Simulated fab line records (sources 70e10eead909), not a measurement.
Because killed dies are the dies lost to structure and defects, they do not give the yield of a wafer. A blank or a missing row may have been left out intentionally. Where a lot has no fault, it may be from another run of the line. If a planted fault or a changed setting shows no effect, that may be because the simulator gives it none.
A sampling plan put to the test :: flow nand-harc :: one fab line, 39 faults that these records tell of, each judged on the records of the lots that it struck; 2 more are left out, because the records don't allow judging them
The plan is the line's own looks: the steps of the route at which a gauge or an inspection reads the wafer and doesn't change it. Where struck wafers have a number at a look and the file lists that look's usual mean and standard deviation on fault-free wafers, the look can be judged. Caught: at a look after the fault's first step, the mean of the struck wafers lies 4 or more of those standard deviations (sigma) from the usual mean. On the tool: here the same test is run on the tool's own readings at the fault's steps. A different recipe on the struck wafers counts as caught too, as does a record blank only for those wafers.

== THE FAULTS, as the simulator had put them in ==
1. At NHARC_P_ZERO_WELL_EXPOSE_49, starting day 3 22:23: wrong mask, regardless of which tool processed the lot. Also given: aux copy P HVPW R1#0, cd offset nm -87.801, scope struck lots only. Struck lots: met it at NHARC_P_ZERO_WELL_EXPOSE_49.
2. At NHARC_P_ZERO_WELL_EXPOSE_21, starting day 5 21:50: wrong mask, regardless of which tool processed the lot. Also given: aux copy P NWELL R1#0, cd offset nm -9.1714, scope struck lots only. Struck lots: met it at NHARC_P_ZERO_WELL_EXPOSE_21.
3. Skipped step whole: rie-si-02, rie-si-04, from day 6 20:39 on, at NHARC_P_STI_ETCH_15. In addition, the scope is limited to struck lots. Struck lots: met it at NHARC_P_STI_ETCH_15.
4. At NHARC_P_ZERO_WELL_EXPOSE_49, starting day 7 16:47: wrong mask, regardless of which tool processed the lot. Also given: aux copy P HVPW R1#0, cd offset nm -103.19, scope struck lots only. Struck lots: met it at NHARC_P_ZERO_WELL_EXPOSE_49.
5. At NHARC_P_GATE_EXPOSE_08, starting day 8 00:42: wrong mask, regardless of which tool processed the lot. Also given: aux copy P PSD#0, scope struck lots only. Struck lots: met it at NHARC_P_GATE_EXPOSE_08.
6. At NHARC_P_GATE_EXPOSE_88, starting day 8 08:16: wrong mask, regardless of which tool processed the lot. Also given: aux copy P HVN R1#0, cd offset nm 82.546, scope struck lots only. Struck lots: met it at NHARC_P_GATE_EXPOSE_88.
7. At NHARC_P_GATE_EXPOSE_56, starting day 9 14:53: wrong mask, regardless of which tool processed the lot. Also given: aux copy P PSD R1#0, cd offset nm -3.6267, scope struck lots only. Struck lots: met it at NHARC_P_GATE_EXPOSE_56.
8. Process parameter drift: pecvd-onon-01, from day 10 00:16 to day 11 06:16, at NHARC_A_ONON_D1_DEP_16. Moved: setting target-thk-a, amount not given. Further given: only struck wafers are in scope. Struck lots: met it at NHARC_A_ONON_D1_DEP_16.
9. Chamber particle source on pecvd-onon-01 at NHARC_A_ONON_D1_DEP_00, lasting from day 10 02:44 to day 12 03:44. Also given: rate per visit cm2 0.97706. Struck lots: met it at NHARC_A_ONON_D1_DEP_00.
10. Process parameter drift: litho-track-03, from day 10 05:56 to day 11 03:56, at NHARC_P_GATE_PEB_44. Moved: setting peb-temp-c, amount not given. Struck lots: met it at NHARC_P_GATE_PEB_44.
11. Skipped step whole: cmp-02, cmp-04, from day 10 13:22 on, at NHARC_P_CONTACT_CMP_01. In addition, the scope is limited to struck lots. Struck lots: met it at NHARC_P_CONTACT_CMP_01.
12. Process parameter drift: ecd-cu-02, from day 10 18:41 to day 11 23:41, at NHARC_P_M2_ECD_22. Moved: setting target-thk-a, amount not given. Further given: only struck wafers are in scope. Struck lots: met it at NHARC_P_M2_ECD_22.
13. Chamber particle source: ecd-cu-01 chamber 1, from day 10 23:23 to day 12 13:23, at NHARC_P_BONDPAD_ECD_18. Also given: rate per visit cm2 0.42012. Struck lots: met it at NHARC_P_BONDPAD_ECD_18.
14. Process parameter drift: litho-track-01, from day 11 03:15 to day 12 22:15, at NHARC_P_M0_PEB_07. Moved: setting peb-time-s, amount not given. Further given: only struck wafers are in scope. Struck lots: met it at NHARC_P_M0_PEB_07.
15. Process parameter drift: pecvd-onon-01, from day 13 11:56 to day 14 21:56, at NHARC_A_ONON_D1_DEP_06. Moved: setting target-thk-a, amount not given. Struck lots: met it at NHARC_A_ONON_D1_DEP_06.
16. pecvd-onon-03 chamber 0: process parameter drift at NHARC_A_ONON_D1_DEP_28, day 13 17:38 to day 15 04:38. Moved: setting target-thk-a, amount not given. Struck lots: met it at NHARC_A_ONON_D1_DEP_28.
17. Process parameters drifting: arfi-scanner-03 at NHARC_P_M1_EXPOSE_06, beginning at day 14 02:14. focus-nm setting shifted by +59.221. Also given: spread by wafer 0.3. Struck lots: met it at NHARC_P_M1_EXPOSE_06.
18. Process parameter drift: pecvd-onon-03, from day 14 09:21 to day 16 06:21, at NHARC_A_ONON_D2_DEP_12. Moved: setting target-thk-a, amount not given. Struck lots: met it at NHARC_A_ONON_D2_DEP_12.
19. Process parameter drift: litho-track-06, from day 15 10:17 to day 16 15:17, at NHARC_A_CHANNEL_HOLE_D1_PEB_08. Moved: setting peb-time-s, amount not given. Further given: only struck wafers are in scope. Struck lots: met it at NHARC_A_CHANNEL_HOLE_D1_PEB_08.
20. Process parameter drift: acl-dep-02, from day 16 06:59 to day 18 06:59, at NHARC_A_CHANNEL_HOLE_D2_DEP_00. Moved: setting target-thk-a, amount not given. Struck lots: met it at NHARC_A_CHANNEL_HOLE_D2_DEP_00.
21. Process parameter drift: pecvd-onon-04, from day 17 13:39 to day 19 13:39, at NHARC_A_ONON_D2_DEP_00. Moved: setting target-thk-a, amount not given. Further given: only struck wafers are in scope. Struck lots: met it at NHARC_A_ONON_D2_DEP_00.
22. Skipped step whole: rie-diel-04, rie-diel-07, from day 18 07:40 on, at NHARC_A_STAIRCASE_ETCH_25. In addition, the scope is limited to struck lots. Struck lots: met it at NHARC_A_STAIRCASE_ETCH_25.
23. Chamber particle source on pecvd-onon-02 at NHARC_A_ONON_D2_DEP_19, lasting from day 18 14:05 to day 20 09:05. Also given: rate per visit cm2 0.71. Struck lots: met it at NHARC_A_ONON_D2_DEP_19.
24. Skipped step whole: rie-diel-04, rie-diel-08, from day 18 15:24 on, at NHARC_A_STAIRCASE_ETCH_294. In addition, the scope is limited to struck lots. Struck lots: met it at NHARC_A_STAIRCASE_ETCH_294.
25. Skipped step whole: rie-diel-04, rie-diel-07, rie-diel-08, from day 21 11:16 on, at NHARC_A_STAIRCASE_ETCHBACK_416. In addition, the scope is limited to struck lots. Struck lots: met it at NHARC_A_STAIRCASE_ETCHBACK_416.
26. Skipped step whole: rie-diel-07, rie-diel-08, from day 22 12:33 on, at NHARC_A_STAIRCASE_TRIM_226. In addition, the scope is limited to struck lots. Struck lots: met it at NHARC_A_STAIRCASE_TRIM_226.
27. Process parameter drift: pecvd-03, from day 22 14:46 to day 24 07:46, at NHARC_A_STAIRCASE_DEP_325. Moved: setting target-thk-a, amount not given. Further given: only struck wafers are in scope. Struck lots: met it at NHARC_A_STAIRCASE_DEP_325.
28. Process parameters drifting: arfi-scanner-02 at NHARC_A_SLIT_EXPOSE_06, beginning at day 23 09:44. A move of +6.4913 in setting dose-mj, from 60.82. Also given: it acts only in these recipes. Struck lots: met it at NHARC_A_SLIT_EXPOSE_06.
29. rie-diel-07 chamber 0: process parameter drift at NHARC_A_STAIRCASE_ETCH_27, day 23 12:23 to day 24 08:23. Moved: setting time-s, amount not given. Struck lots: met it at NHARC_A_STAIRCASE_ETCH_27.
30. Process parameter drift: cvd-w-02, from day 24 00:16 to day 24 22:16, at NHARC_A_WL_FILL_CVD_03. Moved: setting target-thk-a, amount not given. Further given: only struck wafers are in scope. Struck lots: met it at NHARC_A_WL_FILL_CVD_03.
31. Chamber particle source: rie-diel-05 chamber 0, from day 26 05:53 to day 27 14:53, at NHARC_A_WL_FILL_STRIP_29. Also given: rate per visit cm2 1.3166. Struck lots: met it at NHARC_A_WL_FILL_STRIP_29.
32. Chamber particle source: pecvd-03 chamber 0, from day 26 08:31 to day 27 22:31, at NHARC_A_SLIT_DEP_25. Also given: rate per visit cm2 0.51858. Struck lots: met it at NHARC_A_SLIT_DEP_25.
33. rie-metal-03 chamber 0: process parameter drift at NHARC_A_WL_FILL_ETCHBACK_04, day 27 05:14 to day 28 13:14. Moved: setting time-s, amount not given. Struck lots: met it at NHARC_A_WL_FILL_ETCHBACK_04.
34. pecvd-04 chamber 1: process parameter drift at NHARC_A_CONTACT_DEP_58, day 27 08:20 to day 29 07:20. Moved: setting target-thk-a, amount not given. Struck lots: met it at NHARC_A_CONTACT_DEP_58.
35. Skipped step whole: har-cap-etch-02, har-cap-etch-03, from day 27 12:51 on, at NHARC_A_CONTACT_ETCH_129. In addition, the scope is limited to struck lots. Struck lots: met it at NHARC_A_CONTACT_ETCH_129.
36. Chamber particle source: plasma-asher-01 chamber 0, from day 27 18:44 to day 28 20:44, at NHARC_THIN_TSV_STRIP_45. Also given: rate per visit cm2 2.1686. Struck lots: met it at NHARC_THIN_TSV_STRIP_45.
37. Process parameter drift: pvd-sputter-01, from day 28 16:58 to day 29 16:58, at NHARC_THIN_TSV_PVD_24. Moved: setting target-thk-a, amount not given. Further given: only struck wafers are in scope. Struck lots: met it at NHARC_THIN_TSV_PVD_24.
38. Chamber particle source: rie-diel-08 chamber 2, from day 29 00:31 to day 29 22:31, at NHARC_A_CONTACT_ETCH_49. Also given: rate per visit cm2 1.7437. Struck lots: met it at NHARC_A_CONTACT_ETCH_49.
39. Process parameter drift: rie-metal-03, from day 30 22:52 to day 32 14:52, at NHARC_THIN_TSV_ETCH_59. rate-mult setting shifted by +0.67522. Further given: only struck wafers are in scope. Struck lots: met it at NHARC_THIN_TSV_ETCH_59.

== WHAT THE PLAN SAW ==
fault: 1
on the tool itself: under 2 sigma
first look that catches it: NHARC_P_ZERO_WELL_CD_MEAS_52
reading, sigma: cd-nm -67
median hours from its first step to that look: 0.2
hours from the fault's start to the first struck lot there: 5
judged looks passed uncaught: 0

fault: 2
on the tool itself: no reading that can be judged
first look that catches it: NHARC_P_ZERO_WELL_CD_MEAS_24
reading, sigma: cd-nm -7.0
median hours from its first step to that look: 0.1
hours from the fault's start to the first struck lot there: 5
judged looks passed uncaught: 0

fault: 3
on the tool itself: the tool's record is blank for the struck wafers
first look that catches it: NHARC_P_STI_OCD_MEAS_17
reading, sigma: trench-depth-nm -93
median hours from its first step to that look: 0.2
hours from the fault's start to the first struck lot there: 4
judged looks passed uncaught: 0

fault: 4
on the tool itself: no reading that can be judged
first look that catches it: NHARC_P_ZERO_WELL_CD_MEAS_52
reading, sigma: cd-nm -79
median hours from its first step to that look: 0.2
hours from the fault's start to the first struck lot there: 5
judged looks passed uncaught: 0

fault: 5
on the tool itself: under 2 sigma
first look that catches it: NHARC_END_SORT_01
reading, sigma: killed-at-periphery +99 or beyond
median hours from its first step to that look: 475.2
hours from the fault's start to the first struck lot there: 480
judged looks passed uncaught: 0

fault: 6
on the tool itself: no reading that can be judged
first look that catches it: NHARC_P_GATE_CD_MEAS_91
reading, sigma: cd-nm +62
median hours from its first step to that look: 0.2
hours from the fault's start to the first struck lot there: 5
judged looks passed uncaught: 0

fault: 7
on the tool itself: under 2 sigma
first look that catches it: NHARC_P_GATE_CD_MEAS_59
reading, sigma: cd-nm -4.0
median hours from its first step to that look: 0.2
hours from the fault's start to the first struck lot there: 1
judged looks passed uncaught: 0

fault: 8
on the tool itself: no reading that can be judged
first look that catches it: NHARC_A_ONON_D1_THK_MEAS_18
reading, sigma: thk-nm +48
median hours from its first step to that look: 0.4
hours from the fault's start to the first struck lot there: 12
judged looks passed uncaught: 0

fault: 9
on the tool itself: no reading that can be judged
first look that catches it: not the one look that can be judged after it
reading, sigma: strongest: killed-dies at NHARC_END_SORT_01, +3.5
median hours from its first step to that look: -
hours from the fault's start to the first struck lot there: -
judged looks passed uncaught: 1

fault: 10
on the tool itself: plate-temp-C +68 sigma
first look that catches it: NHARC_P_GATE_CD_MEAS_46
reading, sigma: cd-nm +7.1
median hours from its first step to that look: 0.1
hours from the fault's start to the first struck lot there: 3
judged looks passed uncaught: 0

fault: 11
on the tool itself: the tool's record is blank for the struck wafers
first look that catches it: NHARC_END_SORT_01
reading, sigma: killed-at-periphery +99 or beyond
median hours from its first step to that look: 442.7
hours from the fault's start to the first struck lot there: 436
judged looks passed uncaught: 0

fault: 12
on the tool itself: no reading that can be judged
first look that catches it: no look after it can be judged
reading, sigma: -
median hours from its first step to that look: -
hours from the fault's start to the first struck lot there: -
judged looks passed uncaught: 0

fault: 13
on the tool itself: no reading that can be judged
first look that catches it: NHARC_END_SORT_01
reading, sigma: killed-at-periphery +72
median hours from its first step to that look: 422.3
hours from the fault's start to the first struck lot there: 426
judged looks passed uncaught: 0

fault: 14
on the tool itself: heater-power-total-W +99 or beyond sigma
first look that catches it: NHARC_P_M0_CD_MEAS_09
reading, sigma: cd-nm -36
median hours from its first step to that look: 0.1
hours from the fault's start to the first struck lot there: 6
judged looks passed uncaught: 0

fault: 15
on the tool itself: no reading that can be judged
first look that catches it: NHARC_A_ONON_D1_THK_MEAS_08
reading, sigma: thk-nm +88
median hours from its first step to that look: 0.5
hours from the fault's start to the first struck lot there: 10
judged looks passed uncaught: 0

fault: 16
on the tool itself: no reading that can be judged
first look that catches it: NHARC_A_ONON_D1_THK_MEAS_30
reading, sigma: thk-nm +48
median hours from its first step to that look: 0.5
hours from the fault's start to the first struck lot there: 15
judged looks passed uncaught: 0

fault: 17
on the tool itself: exposure-dose-mJ-cm2 -12 sigma
first look that catches it: NHARC_P_M1_CD_MEAS_09
reading, sigma: cd-nm +4.4
median hours from its first step to that look: 0.1
hours from the fault's start to the first struck lot there: 30
judged looks passed uncaught: 0

fault: 18
on the tool itself: no reading that can be judged
first look that catches it: NHARC_A_ONON_D2_THK_MEAS_14
reading, sigma: thk-nm -26
median hours from its first step to that look: 0.5
hours from the fault's start to the first struck lot there: 6
judged looks passed uncaught: 0

fault: 19
on the tool itself: under 2 sigma
first look that catches it: NHARC_A_CHANNEL_HOLE_D1_CD_MEAS_10
reading, sigma: cd-nm +39
median hours from its first step to that look: 0.1
hours from the fault's start to the first struck lot there: 4
judged looks passed uncaught: 0

fault: 20
on the tool itself: under 2 sigma
first look that catches it: NHARC_END_SORT_01
reading, sigma: killed-dies +30
median hours from its first step to that look: 272.0
hours from the fault's start to the first struck lot there: 282
judged looks passed uncaught: 0

fault: 21
on the tool itself: no reading that can be judged
first look that catches it: NHARC_A_ONON_D2_THK_MEAS_02
reading, sigma: thk-nm -74
median hours from its first step to that look: 0.5
hours from the fault's start to the first struck lot there: 11
judged looks passed uncaught: 0

fault: 22
on the tool itself: the tool's record is blank for the struck wafers
first look that catches it: NHARC_END_SORT_01
reading, sigma: killed-dies +30
median hours from its first step to that look: 208.6
hours from the fault's start to the first struck lot there: 207
judged looks passed uncaught: 0

fault: 23
on the tool itself: under 2 sigma
first look that catches it: not the one look that can be judged after it
reading, sigma: strongest: killed-dies at NHARC_END_SORT_01, +3.2
median hours from its first step to that look: -
hours from the fault's start to the first struck lot there: -
judged looks passed uncaught: 1

fault: 24
on the tool itself: the tool's record is blank for the struck wafers
first look that catches it: NHARC_END_SORT_01
reading, sigma: killed-dies +30
median hours from its first step to that look: 182.7
hours from the fault's start to the first struck lot there: 187
judged looks passed uncaught: 0

fault: 25
on the tool itself: the tool's record is blank for the struck wafers
first look that catches it: NHARC_END_SORT_01
reading, sigma: killed-dies +30
median hours from its first step to that look: 166.4
hours from the fault's start to the first struck lot there: 171
judged looks passed uncaught: 0

fault: 26
on the tool itself: the tool's record is blank for the struck wafers
first look that catches it: NHARC_END_SORT_01
reading, sigma: killed-dies +30
median hours from its first step to that look: 199.3
hours from the fault's start to the first struck lot there: 207
judged looks passed uncaught: 0

fault: 27
on the tool itself: under 2 sigma
first look that catches it: NHARC_END_SORT_01
reading, sigma: killed-dies +30
median hours from its first step to that look: 147.1
hours from the fault's start to the first struck lot there: 148
judged looks passed uncaught: 0

fault: 28
on the tool itself: exposure-dose-mJ-cm2 +80 sigma
first look that catches it: NHARC_A_SLIT_CD_MEAS_09
reading, sigma: cd-nm +8.8
median hours from its first step to that look: 0.1
hours from the fault's start to the first struck lot there: 4
judged looks passed uncaught: 0

fault: 29
on the tool itself: run-length-s -25 sigma
first look that catches it: NHARC_END_SORT_01
reading, sigma: killed-dies +30
median hours from its first step to that look: 223.4
hours from the fault's start to the first struck lot there: 225
judged looks passed uncaught: 0

fault: 30
on the tool itself: under 2 sigma
first look that catches it: NHARC_END_SORT_01
reading, sigma: killed-dies +11
median hours from its first step to that look: 93.1
hours from the fault's start to the first struck lot there: 110
judged looks passed uncaught: 1

fault: 31
on the tool itself: under 2 sigma
first look that catches it: not the one look that can be judged after it
reading, sigma: strongest: killed-dies at NHARC_END_SORT_01, +2.9
median hours from its first step to that look: -
hours from the fault's start to the first struck lot there: -
judged looks passed uncaught: 1

fault: 32
on the tool itself: under 2 sigma
first look that catches it: none of the 2 looks that can be judged after it
reading, sigma: strongest: killed-dies at NHARC_END_SORT_01, +3.3
median hours from its first step to that look: -
hours from the fault's start to the first struck lot there: -
judged looks passed uncaught: 2

fault: 33
on the tool itself: run-length-s -99 or beyond sigma
first look that catches it: NHARC_END_SORT_01
reading, sigma: killed-dies +30
median hours from its first step to that look: 108.2
hours from the fault's start to the first struck lot there: 107
judged looks passed uncaught: 0

fault: 34
on the tool itself: under 2 sigma
first look that catches it: NHARC_END_SORT_01
reading, sigma: killed-dies +25
median hours from its first step to that look: 65.4
hours from the fault's start to the first struck lot there: 91
judged looks passed uncaught: 0

fault: 35
on the tool itself: the tool's record is blank for the struck wafers
first look that catches it: NHARC_END_SORT_01
reading, sigma: killed-dies +30
median hours from its first step to that look: 60.4
hours from the fault's start to the first struck lot there: 57
judged looks passed uncaught: 0

fault: 36
on the tool itself: under 2 sigma
first look that catches it: NHARC_END_SORT_01
reading, sigma: killed-at-other +61
median hours from its first step to that look: 16.1
hours from the fault's start to the first struck lot there: 20
judged looks passed uncaught: 0

fault: 37
on the tool itself: no reading that can be judged
first look that catches it: NHARC_END_SORT_01
reading, sigma: killed-at-other +99 or beyond
median hours from its first step to that look: 10.4
hours from the fault's start to the first struck lot there: 23
judged looks passed uncaught: 3

fault: 38
on the tool itself: under 2 sigma
first look that catches it: NHARC_END_SORT_01
reading, sigma: killed-dies +4.1
median hours from its first step to that look: 83.7
hours from the fault's start to the first struck lot there: 93
judged looks passed uncaught: 1

fault: 39
on the tool itself: oes-product-au +58 sigma
first look that catches it: NHARC_THIN_TSV_CD_MEAS_37
reading, sigma: cd-nm -12
median hours from its first step to that look: 1.1
hours from the fault's start to the first struck lot there: 37
judged looks passed uncaught: 0
A dash: the fault isn't caught, or these records don't give the number.

Caught at a look: 34 of 39. Caught on the tool: 14 of 39. By one or the other: 34 of 39.
Caught at a look alone: faults 1, 2, 4, 5, 6, 7, 8, 13, 15, 16, 18, 19, 20, 21, 27, 30, 34, 36, 37, 38.
Caught by neither: faults 9, 12, 23, 31, 32.

== THINNER SAMPLING ==
Were the look that catches a fault to measure just every second or every third lot (counted by lot number), the first struck lot would, at worst, be measured this late:
fault: 1
struck lots at that look, in order of time: L726
every lot: 5 h
every second lot: may miss it
every third lot: may miss it

fault: 2
struck lots at that look, in order of time: L890
every lot: 5 h
every second lot: may miss it
every third lot: may miss it

fault: 3
struck lots at that look, in order of time: L186, L187
every lot: 4 h
every second lot: 16 h
every third lot: may miss all 2

fault: 4
struck lots at that look, in order of time: L255
every lot: 5 h
every second lot: may miss it
every third lot: may miss it

fault: 5
struck lots at that look, in order of time: L486
every lot: 480 h
every second lot: may miss it
every third lot: may miss it

fault: 6
struck lots at that look, in order of time: L214
every lot: 5 h
every second lot: may miss it
every third lot: may miss it

fault: 7
struck lots at that look, in order of time: L563
every lot: 1 h
every second lot: may miss it
every third lot: may miss it

fault: 8
struck lots at that look, in order of time: L856, L857
every lot: 12 h
every second lot: 27 h
every third lot: may miss all 2

fault: 10
struck lots at that look, in order of time: L648, L649
every lot: 3 h
every second lot: 15 h
every third lot: may miss all 2

fault: 11
struck lots at that look, in order of time: L441, L442
every lot: 436 h
every second lot: 465 h
every third lot: may miss all 2

fault: 13
struck lots at that look, in order of time: L305, L306, L307
every lot: 426 h
every second lot: 435 h
every third lot: 460 h

fault: 14
struck lots at that look, in order of time: L437, L440
every lot: 6 h
every second lot: 38 h
every third lot: may miss all 2

fault: 15
struck lots at that look, in order of time: L675, L677
every lot: 10 h
every second lot: may miss all 2
every third lot: may miss all 2

fault: 16
struck lots at that look, in order of time: L217, L218
every lot: 15 h
every second lot: 32 h
every third lot: may miss all 2

fault: 17
struck lots at that look, in order of time: L771
every lot: 30 h
every second lot: may miss it
every third lot: may miss it

fault: 18
struck lots at that look, in order of time: L211, L213
every lot: 6 h
every second lot: may miss all 2
every third lot: may miss all 2

fault: 19
struck lots at that look, in order of time: L478, L479, L481
every lot: 4 h
every second lot: 16 h
every third lot: may miss all 3

fault: 20
struck lots at that look, in order of time: L203, L201
every lot: 282 h
every second lot: may miss all 2
every third lot: may miss all 2

fault: 21
struck lots at that look, in order of time: L706, L708, L710
every lot: 11 h
every second lot: may miss all 3
every third lot: 42 h

fault: 22
struck lots at that look, in order of time: L376, L377
every lot: 207 h
every second lot: 241 h
every third lot: may miss all 2

fault: 24
struck lots at that look, in order of time: L885, L884
every lot: 187 h
every second lot: 187 h
every third lot: may miss all 2

fault: 25
struck lots at that look, in order of time: L852, L853, L854
every lot: 171 h
every second lot: 174 h
every third lot: 203 h

fault: 26
struck lots at that look, in order of time: L594, L593
every lot: 207 h
every second lot: 219 h
every third lot: may miss all 2

fault: 27
struck lots at that look, in order of time: L297, L298
every lot: 148 h
every second lot: 175 h
every third lot: may miss all 2

fault: 28
struck lots at that look, in order of time: L191, L192, L194, L197
every lot: 4 h
every second lot: 4 h
every third lot: may miss all 4

fault: 29
struck lots at that look, in order of time: L800
every lot: 225 h
every second lot: may miss it
every third lot: may miss it

fault: 30
struck lots at that look, in order of time: L157
every lot: 110 h
every second lot: may miss it
every third lot: may miss it

fault: 33
struck lots at that look, in order of time: L697, L700
every lot: 107 h
every second lot: 145 h
every third lot: may miss all 2

fault: 34
struck lots at that look, in order of time: L715, L714
every lot: 91 h
every second lot: 107 h
every third lot: may miss all 2

fault: 35
struck lots at that look, in order of time: L889, L892
every lot: 57 h
every second lot: 86 h
every third lot: may miss all 2

fault: 36
struck lots at that look, in order of time: L582, L583
every lot: 20 h
every second lot: 24 h
every third lot: may miss all 2

fault: 37
struck lots at that look, in order of time: L787, L785
every lot: 23 h
every second lot: may miss all 2
every third lot: may miss all 2

fault: 38
struck lots at that look, in order of time: L355, L353
every lot: 93 h
every second lot: may miss all 2
every third lot: may miss all 2

fault: 39
struck lots at that look, in order of time: L261
every lot: 37 h
every second lot: may miss it
every third lot: may miss it
Hours count from the start of the fault until the first struck lot that is measured. The limit of 4 sigma was tested on all struck wafers together, so one lot alone may lie under it. Other struck lots may not be in these records.

== THE LONGEST TIMED WAY FROM STEP TO LOOK ==
Fault 5: a median of 475.2 hours passes between NHARC_P_GATE_EXPOSE_08 and NHARC_END_SORT_01. No look between them can be judged.
